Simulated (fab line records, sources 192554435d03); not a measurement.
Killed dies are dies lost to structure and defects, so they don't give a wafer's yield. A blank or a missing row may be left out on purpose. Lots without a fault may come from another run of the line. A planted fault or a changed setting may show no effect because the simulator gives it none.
Split-lot experiment | flow n5_finfet | 7 lots, 39 wafers read, on a route of 1938 steps

THE SPLIT
At N5_BEOL_M9_HM_DEP_02 (deposits TiN, target thk 20 nm), the setting target_thk_a was moved away from the recipe's 200 angstrom on 12 of the 39 wafers read, by -32.1% to +33.9%. The other wafers ran this setting at the recipe's value.

FROM THE SPLIT TO THE READING: what the file shows between them, 4 steps
- N5_BEOL_M9_COAT_59: time 60 s, resist thk 100 nm
- N5_BEOL_M9_COAT_60: time 60 s, resist thk 30 nm
- N5_BEOL_M9_STRIP_68: strips in N2/H2
- N5_BEOL_M9_STRIP_67: strips in CF4

THE READING
etch.depth_nm (the simulator's own value, which no gauge read), in nm, at N5_BEOL_M9_HM_OPEN_17 (chemistry Cl2/BCl3, target TiN, target depth 20 nm, overetch 6 nm). The file gives no usual value for it. The 27 wafers here that ran the recipe average 19.96 nm, standard deviation 0.24 nm.

wafer  | tool, chamber at the split | target_thk_a as run, angstrom | against the recipe | etch.depth_nm, nm | against lot-mates on the recipe
L076.1 | pvd_sputter-02, -          | 200                           | recipe             | 20.1              | -
L076.2 | pvd_sputter-02, -          | 200                           | recipe             | 20.11             | -
L076.3 | pvd_sputter-02, -          | 200                           | recipe             | 20.09             | -
L076.4 | pvd_sputter-02, -          | 149.7                         | -25.2%             | 15.2              | -4.90
L076.5 | pvd_sputter-02, -          | 149.7                         | -25.2%             | 15.05             | -5.05
L076.6 | pvd_sputter-02, -          | 149.7                         | -25.2%             | 15.17             | -4.93
L081.1 | pvd_sputter-03, -          | 200                           | recipe             | 20.26             | -
L081.2 | pvd_sputter-03, -          | 200                           | recipe             | 20.32             | -
L081.3 | pvd_sputter-03, -          | 200                           | recipe             | 20.15             | -
L081.4 | pvd_sputter-03, -          | 200                           | recipe             | 20.31             | -
L081.5 | pvd_sputter-03, -          | 200                           | recipe             | 20.24             | -
L081.6 | pvd_sputter-03, -          | 200                           | recipe             | 20.28             | -
L084.1 | pvd_sputter-03, -          | 168.2                         | -15.9%             | 16.53             | -3.22
L084.2 | pvd_sputter-03, -          | 168.2                         | -15.9%             | 16.41             | -3.34
L084.3 | pvd_sputter-03, -          | 200                           | recipe             | 19.73             | -
L084.4 | pvd_sputter-03, -          | 200                           | recipe             | 19.69             | -
L084.5 | pvd_sputter-03, -          | 200                           | recipe             | 19.84             | -
L084.6 | pvd_sputter-03, -          | 168.2                         | -15.9%             | 16.68             | -3.07
L087.1 | pvd_sputter-01, -          | 200                           | recipe             | 20.05             | -
L087.2 | pvd_sputter-01, -          | 200                           | recipe             | 19.88             | -
L087.3 | pvd_sputter-01, -          | 200                           | recipe             | 19.87             | -
L087.5 | pvd_sputter-01, -          | 200                           | recipe             | 19.87             | -
L087.4 | pvd_sputter-01, -          | 200                           | recipe             | 19.92             | -
L087.6 | pvd_sputter-01, -          | 200                           | recipe             | 20.01             | -
L093.1 | pvd_sputter-02, -          | 200                           | recipe             | 20.01             | -
L093.2 | pvd_sputter-02, -          | 135.8                         | -32.1%             | 13.52             | -6.52
L093.3 | pvd_sputter-02, -          | 200                           | recipe             | 19.91             | -
L093.4 | pvd_sputter-02, -          | 135.8                         | -32.1%             | 13.57             | -6.47
L093.5 | pvd_sputter-02, -          | 135.8                         | -32.1%             | 13.51             | -6.53
L093.6 | pvd_sputter-02, -          | 200                           | recipe             | 20.21             | -
L096.1 | pvd_sputter-03, -          | 200                           | recipe             | 19.45             | -
L096.2 | pvd_sputter-03, -          | 200                           | recipe             | 19.5              | -
L096.3 | pvd_sputter-03, -          | 200                           | recipe             | 19.57             | -
L096.4 | pvd_sputter-03, -          | 267.8                         | +33.9%             | 26.39             | +6.88
L096.5 | pvd_sputter-03, -          | 267.8                         | +33.9%             | 26.33             | +6.82
L096.6 | pvd_sputter-03, -          | 267.8                         | +33.9%             | 26.26             | +6.75
L097.2 | pvd_sputter-03, -          | 200                           | recipe             | 19.67             | -
L097.3 | pvd_sputter-03, -          | 200                           | recipe             | 19.86             | -
L097.5 | pvd_sputter-03, -          | 200                           | recipe             | 20.04             | -

THE FIT
A straight line over all 39 wafers: etch.depth_nm changes by +0.194 nm for each +1% of target_thk_a; r = +1.00; the points scatter about the line by 0.24 nm.
The same after taking each lot's own level away (the mean of its wafers on the recipe; 39 wafers): +0.201 nm for each +1%; r = +1.00; scatter 0.087 nm.
On that fit, the largest move of target_thk_a shifts the reading by 6.8 nm.
The lots' own levels span 19.507 to 20.260 nm, that is 3.1 times the standard deviation above.
So the lot-to-lot level changes the slope little: the two slopes agree.
Check: with one of the wafers moved furthest among these (+33.9%) left out of the fit, the line predicts +6.8 nm for it against its lot-mates. It came out at +6.88 nm against them.

OTHER SPLITS ON THESE WAFERS
These wafers also went through other splits before the reading. Each is held against what the fit with the lots' levels taken away leaves over:
other split on the same wafers           | wafers away from the commonest value | r with etch.depth_nm (lot level and that fit taken away)
N5_BEOL_M3_TRENCH_ETCH_37 target_depth_a | 12                                   | -0.22

THE WHOLE CHAIN: every reading that the file lists as answering this split, in the file's order
step                  | what it does                                                      | reading                                                                          | change (the file's fit)               | r (the file's)
N5_BEOL_M9_HM_DEP_02  | deposits TiN, target thk 20 nm                                    | TiN_of_BEOL_M9_HM_DEP_02.thk_nm (the simulator's own value, which no gauge read) | +0.201 nm for each +1% of the setting | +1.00
N5_BEOL_M9_HM_OPEN_17 | chemistry Cl2/BCl3, target TiN, target depth 20 nm, overetch 6 nm | etch.depth_nm (the simulator's own value, which no gauge read)                   | +0.201 nm for each +1% of the setting | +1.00

THE FILE'S OWN FIT
etch.depth_nm changes by +0.201 nm for each +1% of target_thk_a, r = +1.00.
